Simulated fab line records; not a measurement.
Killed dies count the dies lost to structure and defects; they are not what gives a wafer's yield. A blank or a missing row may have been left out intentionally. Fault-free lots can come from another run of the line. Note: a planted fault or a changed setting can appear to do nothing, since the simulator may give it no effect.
fab line records	flow nand_harc
[record] lots = 24	wafers = 72	last_day = 34
route steps=1302 shown P_STI@85 P_GATE@143 P_M1@308 P_M2@339 P_BONDPAD@380
lots that met no fault: taken from a fault-free run of the same line
start_h: hours from the record's first day to the start of the lot's first wafer shown	wait_h: hours since the lot's step before	" unchanged from the row above	L1.1+2: one row covering several wafers at once	- no value, or no start given	* or withheld: withheld	< > ~ a bound
route shown NAME@n: NAME is a module with steps in the file, n the number in the route of the first one	usual: mean and standard deviation over wafers with no fault	same: alike in all rows	chamber/n: place in a boat	sites: per-site readings	_std_site: the values' standard deviation	_edge_site: the outer-site mean with the inner-site mean subtracted	radius_mm: how far each site lies from the wafer's centre	mask NAME#n: copy n	behind: the tool/chamber that last shaped the wafer	hold: reason for holding the lot/hours on hold/outcome of the hold	device: whichever transistor did not switch (one of n, p or np)	end of line: the same wafers' tests at the end of the route	a step given without rows: its recipe and nothing more	killed: dies that structure and defects cost at the first sort, which is not the same as the wafer's yield	map: per-die view of a wafer (x killed, . not killed, _ where there is no die)
set.NAME: the run value of the setting; set.NAME@STEP: its run value at that earlier step	model.NAME: the simulator's own value behind a step, which no gauge read
one table for each step of the route and one row for each wafer, over a sample of lots
services: a tool's chamber out of use, with start hour (start_h, from the record's first day; less than 0 if before it), hours out, and reason
[[steps]]
[step NHARC_P_STI_INSPECT_11]
[usual] raw_defect_count = 5.3/2.5
lot.wafer	tool	chamber	start_h	wait_h	raw_defect_count
L074.4	defect_inspect-01	-	42.84	0.0	4
L074.5	"	-	"	"	6
L074.6	"	-	"	"	2
L075.1	defect_inspect-01	-	52.93	0.0	4
L075.5	"	-	"	"	7
L075.6	"	-	"	"	6
L076.1	defect_inspect-01	-	64.32	0.0	3
L076.2	"	-	"	"	2
L076.5	"	-	"	"	2
L077.1	defect_inspect-01	-	72.42	0.0	2
L077.4	"	-	"	"	1
L077.6	"	-	"	"	6
L078.1	defect_inspect-01	-	85.52	0.0	4
L078.3	"	-	"	"	8
L078.6	"	-	"	"	10
L079.1	defect_inspect-01	-	93.48	0.0	4
L079.3	"	-	"	"	11
L079.5	"	-	"	"	4
L080.2	defect_inspect-02	-	103.84	0.0	8
L080.3	"	-	"	"	7
L080.6	"	-	"	"	3
L081.1	defect_inspect-02	-	112.08	0.0	4
L081.3	"	-	"	"	3
L081.5	"	-	"	"	7
L082.2	defect_inspect-02	-	124.67	0.0	7
L082.4	"	-	"	"	6
L082.5	"	-	"	"	8
L083.1	defect_inspect-02	-	132.17	0.0	5
L083.2	"	-	"	"	4
L083.4	"	-	"	"	4
L084.2	defect_inspect-02	-	143.74	0.0	4
L084.5	"	-	"	"	7
L084.6	"	-	"	"	11
L085.3	defect_inspect-02	-	152.39	0.0	7
L085.5	"	-	"	"	6
L085.6	"	-	"	"	4
L086.2	defect_inspect-02	-	162.35	0.0	8
L086.5	"	-	"	"	7
L086.6	"	-	"	"	4
L087.1	defect_inspect-02	-	173.56	0.0	6
L087.5	"	-	"	"	9
L087.6	"	-	"	"	7
L088.3	defect_inspect-01	-	184.93	0.0	4
L088.5	"	-	"	"	6
L088.6	"	-	"	"	1
L089.1	defect_inspect-02	-	195.95	0.0	4
L089.3	"	-	"	"	9
L089.5	"	-	"	"	5
L090.1	defect_inspect-01	-	204.44	0.0	2
L090.2	"	-	"	"	4
L090.6	"	-	"	"	3
L091.1	defect_inspect-01	-	212.33	0.0	3
L091.3	"	-	"	"	5
L091.5	"	-	"	"	2
L092.2	defect_inspect-01	-	223.11	0.0	9
L092.3	"	-	"	"	5
L092.4	"	-	"	"	6
L093.2	defect_inspect-02	-	233.78	0.0	7
L093.5	"	-	"	"	6
L093.6	"	-	"	"	6
L094.2	defect_inspect-02	-	244.10	0.0	4
L094.4	"	-	"	"	2
L094.5	"	-	"	"	6
L095.1	defect_inspect-02	-	252.75	0.0	2
L095.3	"	-	"	"	7
L095.6	"	-	"	"	4
L096.1	defect_inspect-01	-	264.26	0.0	1
L096.2	"	-	"	"	7
L096.3	"	-	"	"	3
L097.1	defect_inspect-01	-	273.20	0.0	5
L097.2	"	-	"	"	5
L097.3	"	-	"	"	5
[step NHARC_P_GATE_INSPECT_28]
[usual] raw_defect_count = 7/3.3
lot.wafer	tool	chamber	start_h	wait_h	raw_defect_count
L074.4	defect_inspect-01	-	90.80	0.0	8
L074.5	"	-	"	"	9
L074.6	"	-	"	"	5
L075.1	defect_inspect-02	-	108.57	0.0	14
L075.5	"	-	"	"	8
L075.6	"	-	"	"	7
L076.1	defect_inspect-01	-	118.22	0.0	10
L076.2	"	-	"	"	9
L076.5	"	-	"	"	6
L077.1	defect_inspect-02	-	122.04	0.0	8
L077.4	"	-	"	"	6
L077.6	"	-	"	"	5
L078.1	defect_inspect-02	-	140.06	0.0	4
L078.3	"	-	"	"	2
L078.6	"	-	"	"	7
L079.1	defect_inspect-02	-	144.41	0.0	13
L079.3	"	-	"	"	7
L079.5	"	-	"	"	13
L080.2	defect_inspect-02	-	158.63	0.0	8
L080.3	"	-	"	"	10
L080.6	"	-	"	"	7
L081.1	defect_inspect-01	-	161.61	0.0	3
L081.3	"	-	"	"	7
L081.5	"	-	"	"	5
L082.2	defect_inspect-02	-	176.81	0.0	3
L082.4	"	-	"	"	5
L082.5	"	-	"	"	1
L083.1	defect_inspect-01	-	183.24	0.0	4
L083.2	"	-	"	"	7
L083.4	"	-	"	"	4
L084.2	defect_inspect-01	-	202.84	0.0	5
L084.5	"	-	"	"	3
L084.6	"	-	"	"	1
L085.3	defect_inspect-02	-	205.08	0.0	8
L085.5	"	-	"	"	8
L085.6	"	-	"	"	5
L086.2	defect_inspect-02	-	218.82	0.0	9
L086.5	"	-	"	"	4
L086.6	"	-	"	"	8
L087.1	defect_inspect-01	-	228.39	0.0	2
L087.5	"	-	"	"	7
L087.6	"	-	"	"	4
L088.3	defect_inspect-01	-	243.62	0.0	6
L088.5	"	-	"	"	5
L088.6	"	-	"	"	6
L089.1	defect_inspect-01	-	244.35	0.0	14
L089.3	"	-	"	"	13
L089.5	"	-	"	"	20
L090.1	defect_inspect-02	-	259.04	0.0	8
L090.2	"	-	"	"	7
L090.6	"	-	"	"	8
L091.1	defect_inspect-02	-	265.46	0.0	8
L091.3	"	-	"	"	6
L091.5	"	-	"	"	8
L092.2	defect_inspect-01	-	279.58	0.0	7
L092.3	"	-	"	"	1
L092.4	"	-	"	"	12
L093.2	defect_inspect-01	-	290.84	0.0	9
L093.5	"	-	"	"	4
L093.6	"	-	"	"	6
L094.2	defect_inspect-02	-	297.00	0.0	5
L094.4	"	-	"	"	4
L094.5	"	-	"	"	8
L095.1	defect_inspect-02	-	301.74	0.0	15
L095.3	"	-	"	"	11
L095.6	"	-	"	"	9
L096.1	defect_inspect-02	-	317.48	0.0	4
L096.2	"	-	"	"	4
L096.3	"	-	"	"	2
L097.1	defect_inspect-02	-	321.76	0.0	5
L097.2	"	-	"	"	6
L097.3	"	-	"	"	5
[step NHARC_P_M1_PVD_21]
[recipe] target_thk_a = 300	chamber_pressure_pa = 5	power_w = 5000	substrate_temp_c = 30	time_s = 20.49	material = Cu
[usual] throttle_valve_pct = 29.9/1.2
lot.wafer	tool	chamber	start_h	wait_h	throttle_valve_pct
L074.4	pvd_sputter-01	-	-	-	28.6
L074.6	"	-	"	"	30.3
L074.5	"	-	"	"	31.3
L075.1	pvd_sputter-01	-	-	-	30.2
L075.6	"	-	"	"	29.9
L075.5	"	-	"	"	31.1
L076.2	pvd_sputter-02	-	-	-	30.0
L076.1	"	-	"	"	29.2
L076.5	"	-	"	"	27.6
L077.1	pvd_sputter-01	-	-	-	30.6
L077.4	"	-	"	"	28.7
L077.6	"	-	"	"	30.9
L078.1	pvd_sputter-02	-	-	-	30.8
L078.3	"	-	"	"	30.0
L078.6	"	-	"	"	30.5
L079.1	pvd_sputter-02	-	-	-	27.4
L079.3	"	-	"	"	29.3
L079.5	"	-	"	"	30.1
L080.3	pvd_sputter-01	-	-	-	30.2
L080.2	"	-	"	"	31.6
L080.6	"	-	"	"	31.2
L081.1	pvd_sputter-02	-	-	-	27.5
L081.3	"	-	"	"	29.5
L081.5	"	-	"	"	30.1
L082.4	pvd_sputter-01	-	-	-	31.0
L082.2	"	-	"	"	28.7
L082.5	"	-	"	"	31.2
L083.4	pvd_sputter-02	-	-	-	27.5
L083.2	"	-	"	"	29.5
L083.1	"	-	"	"	31.1
L084.2	pvd_sputter-03	-	-	-	30.2
L084.5	"	-	"	"	30.3
L084.6	"	-	"	"	30.2
L085.3	pvd_sputter-03	-	-	-	30.0
L085.5	"	-	"	"	27.8
L085.6	"	-	"	"	30.3
L086.2	pvd_sputter-02	-	-	-	27.2
L086.5	"	-	"	"	30.7
L086.6	"	-	"	"	30.0
L087.1	pvd_sputter-01	-	-	-	29.1
L087.5	"	-	"	"	30.3
L087.6	"	-	"	"	30.7
L088.3	pvd_sputter-03	-	-	-	30.0
L088.6	"	-	"	"	29.8
L088.5	"	-	"	"	27.5
L089.1	pvd_sputter-02	-	-	-	27.5
L089.3	"	-	"	"	29.9
L089.5	"	-	"	"	29.4
L090.2	pvd_sputter-01	-	-	-	30.3
L090.1	"	-	"	"	31.6
L090.6	"	-	"	"	30.5
L091.1	pvd_sputter-01	-	-	-	31.7
L091.3	"	-	"	"	30.5
L091.5	"	-	"	"	31.7
L092.4	pvd_sputter-03	-	-	-	30.3
L092.2	"	-	"	"	30.0
L092.3	"	-	"	"	27.7
L093.2	pvd_sputter-02	-	-	-	29.4
L093.5	"	-	"	"	31.1
L093.6	"	-	"	"	30.6
L094.4	pvd_sputter-01	-	-	-	30.2
L094.2	"	-	"	"	30.4
L094.5	"	-	"	"	30.4
L095.1	pvd_sputter-01	-	-	-	30.5
L095.3	"	-	"	"	32.0
L095.6	"	-	"	"	30.4
L096.1	pvd_sputter-01	-	-	-	32.0
L096.2	"	-	"	"	28.6
L096.3	"	-	"	"	30.4
L097.1	pvd_sputter-02	-	-	-	29.7
L097.2	"	-	"	"	31.3
L097.3	"	-	"	"	30.6
[step NHARC_P_M1_THK_MEAS_24]
[recipe] thk_meas_gauge = xrf
[usual] thk_nm = 158.2/1.3
lot.wafer	tool	chamber	start_h	wait_h	thk_nm
L074.4	film_metro-01	-	121.45	-	157.1
L074.5	"	-	"	"	157.7
L074.6	"	-	"	"	156.9
L075.1	film_metro-02	-	139.82	-	157.2
L075.5	"	-	"	"	157.6
L075.6	"	-	"	"	158.8
L076.1	film_metro-02	-	149.01	-	157.2
L076.2	"	-	"	"	160.0
L076.5	"	-	"	"	159.6
L077.1	film_metro-01	-	152.96	-	157.1
L077.4	"	-	"	"	156.2
L077.6	"	-	"	"	155.8
L078.1	film_metro-02	-	170.75	-	159.9
L078.3	"	-	"	"	159.1
L078.6	"	-	"	"	159.2
L079.1	film_metro-02	-	175.56	-	158.6
L079.3	"	-	"	"	159.4
L079.5	"	-	"	"	158.4
L080.2	film_metro-01	-	189.41	-	157.6
L080.3	"	-	"	"	159.0
L080.6	"	-	"	"	156.7
L081.1	film_metro-01	-	192.75	-	158.1
L081.3	"	-	"	"	158.9
L081.5	"	-	"	"	158.2
L082.2	film_metro-02	-	207.77	-	157.9
L082.4	"	-	"	"	159.7
L082.5	"	-	"	"	156.7
L083.1	film_metro-02	-	214.23	-	160.8
L083.2	"	-	"	"	160.9
L083.4	"	-	"	"	159.4
L084.2	film_metro-01	-	233.52	-	157.6
L084.5	"	-	"	"	157.3
L084.6	"	-	"	"	156.9
L085.3	film_metro-01	-	236.00	-	158.4
L085.5	"	-	"	"	159.0
L085.6	"	-	"	"	156.5
L086.2	film_metro-02	-	253.35	-	156.6
L086.5	"	-	"	"	156.7
L086.6	"	-	"	"	156.9
L087.1	film_metro-02	-	259.49	-	157.1
L087.5	"	-	"	"	155.7
L087.6	"	-	"	"	159.5
L088.3	film_metro-02	-	276.56	-	160.3
L088.5	"	-	"	"	158.5
L088.6	"	-	"	"	157.1
L089.1	film_metro-01	-	277.03	-	157.7
L089.3	"	-	"	"	159.8
L089.5	"	-	"	"	157.5
L090.1	film_metro-01	-	290.47	-	158.6
L090.2	"	-	"	"	156.7
L090.6	"	-	"	"	159.4
L091.1	film_metro-01	-	296.07	-	157.8
L091.3	"	-	"	"	158.8
L091.5	"	-	"	"	161.0
L092.2	film_metro-01	-	310.67	-	159.6
L092.3	"	-	"	"	158.6
L092.4	"	-	"	"	159.5
L093.2	film_metro-02	-	324.66	-	156.5
L093.5	"	-	"	"	158.1
L093.6	"	-	"	"	159.0
L094.2	film_metro-02	-	328.12	-	157.7
L094.4	"	-	"	"	158.5
L094.5	"	-	"	"	159.5
L095.1	film_metro-02	-	332.43	-	160.0
L095.3	"	-	"	"	157.1
L095.6	"	-	"	"	158.1
L096.1	film_metro-02	-	348.61	-	157.8
L096.2	"	-	"	"	156.6
L096.3	"	-	"	"	159.6
L097.1	film_metro-01	-	352.88	-	158.3
L097.2	"	-	"	"	159.9
L097.3	"	-	"	"	157.7
[step NHARC_P_M2_PRE_CLEAN_30]
[recipe] time_s = 30	temp_c = 280	gas = H2/He
[usual] heater_power_w = 420/49
lot.wafer	tool	chamber	start_h	wait_h	heater_power_w
L074.4	pvd_sputter-02	-	-	-	330
L074.6	"	-	"	"	374
L074.5	"	-	"	"	385
L075.1	pvd_sputter-01	-	-	-	515
L075.6	"	-	"	"	450
L075.5	"	-	"	"	526
L076.2	pvd_sputter-03	-	-	-	389
L076.1	"	-	"	"	399
L076.5	"	-	"	"	372
L077.1	pvd_sputter-03	-	-	-	389
L077.4	"	-	"	"	441
L077.6	"	-	"	"	380
L078.1	pvd_sputter-03	-	-	-	389
L078.3	"	-	"	"	436
L078.6	"	-	"	"	435
L079.1	pvd_sputter-03	-	-	-	384
L079.3	"	-	"	"	428
L079.5	"	-	"	"	382
L080.2	pvd_sputter-02	-	-	-	370
L080.3	"	-	"	"	332
L080.6	"	-	"	"	363
L081.3	pvd_sputter-01	-	-	-	523
L081.1	"	-	"	"	398
L081.5	"	-	"	"	518
L082.4	pvd_sputter-01	-	-	-	394
L082.2	"	-	"	"	416
L082.5	"	-	"	"	516
L083.2	pvd_sputter-01	-	-	-	399
L083.1	"	-	"	"	422
L083.4	"	-	"	"	460
L084.2	pvd_sputter-01	-	-	-	523
L084.6	"	-	"	"	470
L084.5	"	-	"	"	533
L085.3	pvd_sputter-01	-	-	-	519
L085.5	"	-	"	"	439
L085.6	"	-	"	"	476
L086.2	pvd_sputter-01	-	-	-	465
L086.5	"	-	"	"	451
L086.6	"	-	"	"	471
L087.1	pvd_sputter-02	-	-	-	393
L087.6	"	-	"	"	394
L087.5	"	-	"	"	393
L088.3	pvd_sputter-02	-	-	-	402
L088.6	"	-	"	"	367
L088.5	"	-	"	"	397
L089.1	pvd_sputter-03	-	-	-	407
L089.3	"	-	"	"	394
L089.5	"	-	"	"	388
L090.2	pvd_sputter-03	-	-	-	388
L090.1	"	-	"	"	417
L090.6	"	-	"	"	397
L091.1	pvd_sputter-01	-	-	-	465
L091.3	"	-	"	"	528
L091.5	"	-	"	"	459
L092.4	pvd_sputter-03	-	-	-	385
L092.2	"	-	"	"	427
L092.3	"	-	"	"	416
L093.2	pvd_sputter-03	-	-	-	421
L093.6	"	-	"	"	378
L093.5	"	-	"	"	392
L094.4	pvd_sputter-02	-	-	-	342
L094.2	"	-	"	"	362
L094.5	"	-	"	"	407
L095.3	pvd_sputter-01	-	-	-	395
L095.1	"	-	"	"	452
L095.6	"	-	"	"	518
L096.1	pvd_sputter-01	-	-	-	462
L096.3	"	-	"	"	526
L096.2	"	-	"	"	388
L097.3	pvd_sputter-03	-	-	-	396
L097.2	"	-	"	"	421
L097.1	"	-	"	"	421
[step NHARC_P_BONDPAD_CMP_19]
[recipe] t_overpolish_s = 30	cu_recess_touch_s = 16	target_thk_nm = 160.81
[usual] motor_current_A = 12.4/0.67	overpolish_run_s = 30.000/0.0087	retaining_ring_pressure_frac = 1.001/0.0054	slurry_filter_dp_kPa = 13.50/0.13
lot.wafer	tool	chamber	start_h	wait_h	motor_current_A	overpolish_run_s	retaining_ring_pressure_frac	slurry_filter_dp_kPa
L074.4	cmp-01	0	131.01	-	12.3	30.002	1.007	13.32
L074.5	"	0	"	"	12.9	30.007	1.009	13.64
L074.6	"	1	"	"	12.2	29.989	1.007	13.55
L075.1	cmp-03	2	148.89	-	12.1	29.999	1.003	13.45
L075.6	"	3	"	"	12.6	29.992	1.001	13.36
L075.5	"	0	"	"	13.4	29.992	1.006	13.21
L076.1	cmp-03	2	157.36	-	11.0	30.005	1.000	13.27
L076.2	"	0	"	"	13.4	30.014	1.005	13.51
L076.5	"	2	"	"	12.2	30.006	0.997	13.34
L077.4	cmp-03	1	161.33	-	12.8	29.997	1.001	13.44
L077.1	"	3	"	"	12.6	30.007	1.011	13.42
L077.6	"	1	"	"	12.7	29.996	0.995	13.51
L078.3	cmp-03	1	179.55	-	11.9	29.999	0.994	13.47
L078.1	"	2	"	"	12.3	29.994	1.003	13.45
L078.6	"	3	"	"	12.5	30.002	0.997	13.63
L079.1	cmp-03	1	183.76	-	12.9	30.007	1.011	13.43
L079.3	"	2	"	"	11.2	29.989	1.003	13.61
L079.5	"	2	"	"	12.0	29.992	1.007	13.58
L080.3	cmp-02	1	197.90	-	12.5	29.999	1.011	13.35
L080.2	"	3	"	"	14.6	30.019	1.002	13.47
L080.6	"	2	"	"	11.4	30.002	1.007	13.51
L081.1	cmp-01	3	200.86	-	11.6	30.006	0.993	13.56
L081.3	"	1	"	"	11.8	30.018	1.004	13.60
L081.5	"	0	"	"	12.5	30.002	1.005	13.77
L082.2	cmp-03	3	216.07	-	11.3	30.009	0.995	13.37
L082.4	"	1	"	"	12.6	30.005	0.999	13.29
L082.5	"	3	"	"	12.9	29.992	0.990	13.56
L083.4	cmp-03	0	222.52	-	13.1	30.009	0.998	13.52
L083.1	"	1	"	"	12.6	29.997	0.999	13.22
L083.2	"	2	"	"	11.1	29.997	1.007	13.63
L084.2	cmp-03	1	242.22	-	12.9	29.998	1.011	13.35
L084.5	"	2	"	"	11.8	30.012	0.997	13.41
L084.6	"	3	"	"	12.3	30.023	0.999	13.43
L085.3	cmp-03	1	244.81	-	12.5	30.005	1.009	13.40
L085.5	"	2	"	"	11.4	29.999	1.003	13.48
L085.6	"	3	"	"	12.3	29.996	0.996	13.66
L086.2	cmp-03	0	264.40	-	13.2	29.993	1.011	13.27
L086.6	"	0	"	"	13.7	30.012	0.997	13.34
L086.5	"	1	"	"	12.8	30.021	1.011	13.66
L087.1	cmp-03	0	267.84	-	13.1	30.006	0.991	13.50
L087.5	"	2	"	"	11.8	30.006	1.000	13.71
L087.6	"	3	"	"	13.2	29.999	0.999	13.49
L088.3	cmp-03	3	285.18	-	12.7	29.996	1.008	13.30
L088.6	"	1	"	"	12.9	30.001	1.007	13.60
L088.5	"	2	"	"	11.9	29.997	0.994	13.45
L089.1	cmp-03	3	285.71	-	12.2	29.996	1.007	13.56
L089.3	"	0	"	"	13.1	29.995	0.994	13.51
L089.5	"	2	"	"	12.0	30.008	0.993	13.67
L090.2	cmp-03	2	298.80	-	11.4	29.994	1.005	13.72
L090.1	"	1	"	"	12.9	30.002	1.007	13.45
L090.6	"	2	"	"	11.8	30.000	1.000	13.59
L091.1	cmp-03	2	304.45	-	11.5	29.994	1.001	13.49
L091.3	"	3	"	"	12.5	29.999	1.002	13.64
L091.5	"	2	"	"	11.5	29.998	1.005	13.57
L092.2	cmp-01	0	318.88	-	11.9	29.982	1.013	13.49
L092.3	"	1	"	"	11.8	30.004	0.999	13.42
L092.4	"	2	"	"	11.0	30.000	1.006	13.48
L093.2	cmp-03	1	333.27	-	13.4	30.000	1.007	13.52
L093.6	"	3	"	"	12.5	30.001	0.999	13.55
L093.5	"	0	"	"	12.8	30.011	1.005	13.61
L094.4	cmp-03	3	336.47	-	12.4	30.006	1.003	13.41
L094.2	"	0	"	"	12.7	29.996	0.995	13.59
L094.5	"	0	"	"	12.2	29.994	0.998	13.48
L095.3	cmp-03	0	340.83	-	12.6	29.999	0.999	13.47
L095.1	"	2	"	"	11.7	30.002	0.997	13.51
L095.6	"	0	"	"	12.7	30.005	1.000	13.64
L096.1	cmp-03	1	357.22	-	12.9	29.986	1.000	13.60
L096.2	"	2	"	"	11.6	29.995	1.012	13.52
L096.3	"	0	"	"	12.9	29.986	0.986	13.39
L097.2	cmp-01	2	361.27	-	11.3	29.993	1.000	13.32
L097.3	"	3	"	"	11.3	30.012	0.999	13.16
L097.1	"	0	"	"	12.4	29.991	0.990	13.76
[[services]]
tool	chamber	start_h	hours	kind
cmp-03	-	98.95	1.0	repair
cmp-03	-	100.22	3.2	repair
cmp-01	-	102.85	1.9	repair
pvd_sputter-02	-	104.00	10.0	pm
cmp-03	-	115.04	2.6	repair
pvd_sputter-02	-	150.08	10.1	repair
cmp-03	-	152.30	2.0	repair
cmp-03	-	162.09	4.0	pm
pvd_sputter-03	-	183.25	10.0	pm
pvd_sputter-02	-	187.23	2.3	repair
pvd_sputter-02	-	202.97	0.8	repair
cmp-03	-	207.34	1.3	repair
pvd_sputter-01	-	209.65	0.5	repair
pvd_sputter-01	-	226.00	10.0	pm
cmp-03	-	234.10	1.0	repair
cmp-03	-	236.70	0.3	repair
cmp-03	-	257.89	0.4	repair
cmp-03	-	260.09	4.0	pm
pvd_sputter-02	-	282.00	10.0	pm
cmp-03	-	303.48	0.4	repair
pvd_sputter-02	-	349.33	0.7	repair
pvd_sputter-01	-	356.69	1.9	repair
cmp-03	-	358.09	4.0	pm
pvd_sputter-03	-	361.25	10.0	pm
[[key]]
fault none
